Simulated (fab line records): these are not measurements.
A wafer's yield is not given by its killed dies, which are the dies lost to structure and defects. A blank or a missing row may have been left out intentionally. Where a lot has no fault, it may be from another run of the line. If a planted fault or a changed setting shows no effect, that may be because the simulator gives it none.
Matching of chambers -- flow n5 finfet -- 4 sister chambers for N5_BEOL_M1_STRIP_19 on rie diel-05
The step strips in O2. 4 wafers are shown with their chamber, then 9 later ones without.

WAFERS PAIRED WITH THEIR CHAMBERS
wafer,chamber,showerhead plenum p Torr (Torr)
L083.4,1,2.08
L089.1,3,2.01
L092.2,2,2.23
L092.5,0,2.07

WAFERS WHOSE CHAMBER IS MISSING
wafer,showerhead plenum p Torr (Torr)
L094.2,2.06
L094.3,2.22
L094.6,2.00
L096.1,2.22
L096.4,2.22
L096.5,2.00
L097.2,2.07
L097.4,2.22
L097.5,2.07

EACH ONE'S CHAMBER
wafer,from the rows above,in truth
L094.2,can't be placed: 0 or 1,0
L094.3,2,2
L094.6,3,3
L096.1,2,2
L096.4,2,2
L096.5,3,3
L097.2,can't be placed: 0 or 1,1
L097.4,2,2
L097.5,can't be placed: 0 or 1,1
Correctly placed: 6 of 9. Not placeable from these rows: 3 (in 3, the candidates include the true chamber). 0 placed wrongly.
How it was worked out, from the rows above alone: a wafer's distance from a chamber is the root of the sum, over the readings, of the square of ((its reading less the chamber's mean) divided by the reading's scatter). The wafer belongs to the nearest chamber; if the next one is less than 2 further off, it can't be placed. The mean given for a chamber averages the wafers shown for that chamber. The scatter: with one shown wafer a chamber, the root of the mean of the squares of how far each hidden wafer lies from its nearest shown one.
